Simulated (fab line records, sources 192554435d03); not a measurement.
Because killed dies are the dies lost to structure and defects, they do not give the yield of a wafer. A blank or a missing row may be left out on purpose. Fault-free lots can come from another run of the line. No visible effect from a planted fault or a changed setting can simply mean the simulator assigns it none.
Struck lot and sound lot, side by side -- flow n5-finfet -- 21 out of 1938 route steps
Sound: these wafers, L692.1, L692.2, L692.4. Wafers struck: L700.2, L700.4, L700.6. Last of all comes the cause.
For every step that has rows: the tool of each side, followed by ch and its chambers, followed by its first start. Under that, the readings that differ: sound wafers -- struck wafers -- difference of the means -- sigmas: that difference in standard deviations of wafers without a fault.
alike: same words and numbers on both sides, and readings whose means sit less than 2 such deviations apart. not compared: any withheld reading, any reading some wafer has no value for, any bound like >300 that may hide the same value, and any number with overlapping values for which the record gives no deviation.
Wherever a step has rows on one side only, a row that says differs or no value, or a row with sigmas, the two part there. Numbers that have no deviation but don't overlap get no sigmas and don't part them. Lack of a reading on every wafer of one side parts them only where that side has two or more wafers.

first, 8 steps without rows for these wafers: N5_BEOL_M1_PRE_CLEAN_60 (time 15 s); N5_BEOL_M1_CO_CAP_55 (material Co, precursor CCTBA/H2, target thk 2 nm, time 102.1 s); N5_BEOL_M1_PRE_CLEAN_56 (time 15 s); N5_BEOL_M1_DEP_57 (deposits SiCN from 3MS/NH3, target thk 8 nm, time 14 s); N5_BEOL_M2_ILD_DEP_00 (deposits SiOC from DEMS/O2, target thk 79 nm, time 15.3 s); N5_BEOL_M2_PECVD_72 (deposits SiO2 from TEOS/O2, target thk 16 nm, time 18 s); N5_BEOL_M2_HM_DEP_02 (deposits TiN, target thk 20 nm); N5_BEOL_M2_COAT_61 (time 60 s, resist thk 60 nm).
N5_BEOL_M2_COAT_62: time 60 s, resist thk 12 nm.
  sound on litho-track-03 ch 0, day 7 00:32; struck on litho-track-03 ch 0, day 9 08:37
reading,sound,struck,difference,sigmas
spin-speed-rpm (rpm),1499.0 1499.6 1501.8,1450.1 1448.7 1449.7,-50.6,-51
  alike: resist-line-temp-C
then, 9 steps without rows for these wafers: N5_BEOL_M2_COAT_73 (time 60 s, resist thk 5 nm); N5_BEOL_M2_COAT_05 (resist thk 30 nm); N5_BEOL_M2_EBR_07; N5_BEOL_M2_SOFTBAKE_06 (time 60 s); N5_BEOL_M2_EXPOSE_08 (exposes mask M2); N5_BEOL_M2_PEB_09 (peb time 60 s); N5_BEOL_M2_DEVELOP_10 (develop time 30 s); N5_BEOL_M2_DESCUM_16 (chemistry O2, time 7 s); N5_BEOL_M2_ETCH_74 (etches underlayer in N2/H2, target depth 6.5 nm, time 5.2 s).
N5_BEOL_M2_ETCH_63: etches SiARC in CF4, target depth 15.6 nm, time 26 s.
  sound on rie-diel-03 ch 1,2,3, day 7 01:06; struck on rie-diel-03 ch 0,2,3, day 9 09:10
reading,sound,struck,difference,sigmas
etch-rf-on-time-s (s),26.7 26.0 26.0,27.0 26.7 27.5,+0.8,+2
model.etch.depth-nm (nm),11.98 11.96 11.96,12.27 12.28 12.26,+0.30,
  alike: chamber-pressure-mTorr, drypump-motor-current-A, oes-product-au, rf-vpp-V, showerhead-plenum-p-Torr, throttle-valve-pct
  not compared: rf-hours-counter-h
then, 1 step without rows for these wafers: N5_BEOL_M2_ETCH_64 (etches SOC in N2/H2, target depth 75 nm, overetch 22.5 nm, time 121.9 s).
N5_BEOL_M4_RC_MEAS_101:
  sound on prober-02 ch 0, day 8 03:44; struck on prober-01 ch 0, day 10 16:23
reading,sound,struck,difference,sigmas
DIBL_P (mV/V),33.6 34.6 34.5,38.2 37.4 38.4,+3.8,+3
  alike: DIBL_N, IOFF_N, IOFF_P, ION_N, ION_P, SS_N, SS_P, VT_N, VT_P

WHERE THEY PART
Earliest at N5_BEOL_M2_COAT_62; latest, in this record, at N5_BEOL_M4_RC_MEAS_101.

WHY: what had been put in by the simulator
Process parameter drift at N5_BEOL_M2_COAT_62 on litho-track-03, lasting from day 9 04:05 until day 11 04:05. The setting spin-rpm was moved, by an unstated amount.
